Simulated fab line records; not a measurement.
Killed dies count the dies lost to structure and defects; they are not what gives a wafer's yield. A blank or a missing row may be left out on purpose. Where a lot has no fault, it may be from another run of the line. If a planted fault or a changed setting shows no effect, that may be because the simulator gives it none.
Comparing a struck lot with a sound one | flow nandHarc | 14 steps out of a route of 1159
Sound: wafers L563.1, L563.3, L563.4. Struck: wafers L574.2, L574.6 (left out: L574.4, a lot-mate that was not struck); the cause follows at the end.
Order at every step that has rows: each side's tool, ch and its chambers, its first start. Under that, the readings that differ: sound wafers | struck wafers | difference of the means | sigmas: that difference in standard deviations of wafers without a fault.
alike: words and numbers the same on both sides, and readings whose means are apart by under 2 such deviations; not compared: readings that were withheld, readings missing a value for some wafer, numbers with overlapping values and no deviation given by the record, and bounds like >300 which may hide the same value.
A row with sigmas, a row that says differs or no value, or rows on one side alone: a step with any of these is where the two part. Numbers that don't overlap but have no deviation are shown without sigmas and don't part them. Lack of a reading on every wafer of one side parts them only where that side has two or more wafers.

first, 1 step without rows for these wafers: NHARC_A_ONON_D1_DEP_06 (target thk 1000 nm).
NHARC_A_ONON_D1_THK_MEAS_08: measures by ellipsometry.
  struck on filmMetro-01, day 10 17:29; sound on filmMetro-02, day 7 23:39
  alike: thkNm
following that, 1 step holds no rows for these wafers, namely NHARC_A_ONON_D1_DEP_09 (target thickness 1000 nm).
NHARC_A_ONON_D1_THK_MEAS_11: measures by ellipsometry.
  struck on filmMetro-02, day 10 18:03; sound on filmMetro-01, day 8 00:13
  alike: thkNm
following that, 1 step holds no rows for these wafers, namely NHARC_A_ONON_D1_DEP_12 (target thickness 1000 nm).
NHARC_A_ONON_D1_THK_MEAS_14: measures by ellipsometry.
  struck on filmMetro-02, day 10 18:37; sound on filmMetro-01, day 8 00:47
  alike: thkNm
then, 2 steps without rows for these wafers: NHARC_A_ONON_D1_ANNEAL_15 (time 3600 s); NHARC_A_ONON_D1_DEP_16 (target thk 1000 nm).
NHARC_A_ONON_D1_THK_MEAS_18: measures by ellipsometry.
  struck on filmMetro-01, day 11 10:43; sound on filmMetro-02, day 8 08:53
reading    | sound          | struck  | difference | sigmas
thkNm (nm) | 1021 1022 1022 | 994 992 | -29        | -3
following that, 1 step holds no rows for these wafers, namely NHARC_A_ONON_D1_DEP_19 (target thickness 1000 nm).
NHARC_A_ONON_D1_THK_MEAS_21: measures by ellipsometry.
  struck on filmMetro-01, day 11 11:16; sound on filmMetro-01, day 8 09:35
  alike: thkNm
NHARC_A_ONON_D1_DEP_22: target thk 1000 nm.
  sound on pecvdOnon-02 ch 0, day 8 09:42; struck on pecvdOnon-02 ch 0, day 11 11:23
  alike: n2FlowSccm
NHARC_A_ONON_D1_THK_MEAS_24: measures by ellipsometry.
  struck on filmMetro-02, day 11 11:50; sound on filmMetro-01, day 8 10:13
reading    | sound          | struck    | difference | sigmas
thkNm (nm) | 1002 1002 1004 | 1148 1147 | +145       | +13
following that, 1 step holds no rows for these wafers, namely NHARC_A_ONON_D1_DEP_25 (target thickness 1000 nm).

WHERE THEY PART
At NHARC_A_ONON_D1_THK_MEAS_18 first; at NHARC_A_ONON_D1_THK_MEAS_24 last (within this record only).

WHY: whatever the simulator had introduced
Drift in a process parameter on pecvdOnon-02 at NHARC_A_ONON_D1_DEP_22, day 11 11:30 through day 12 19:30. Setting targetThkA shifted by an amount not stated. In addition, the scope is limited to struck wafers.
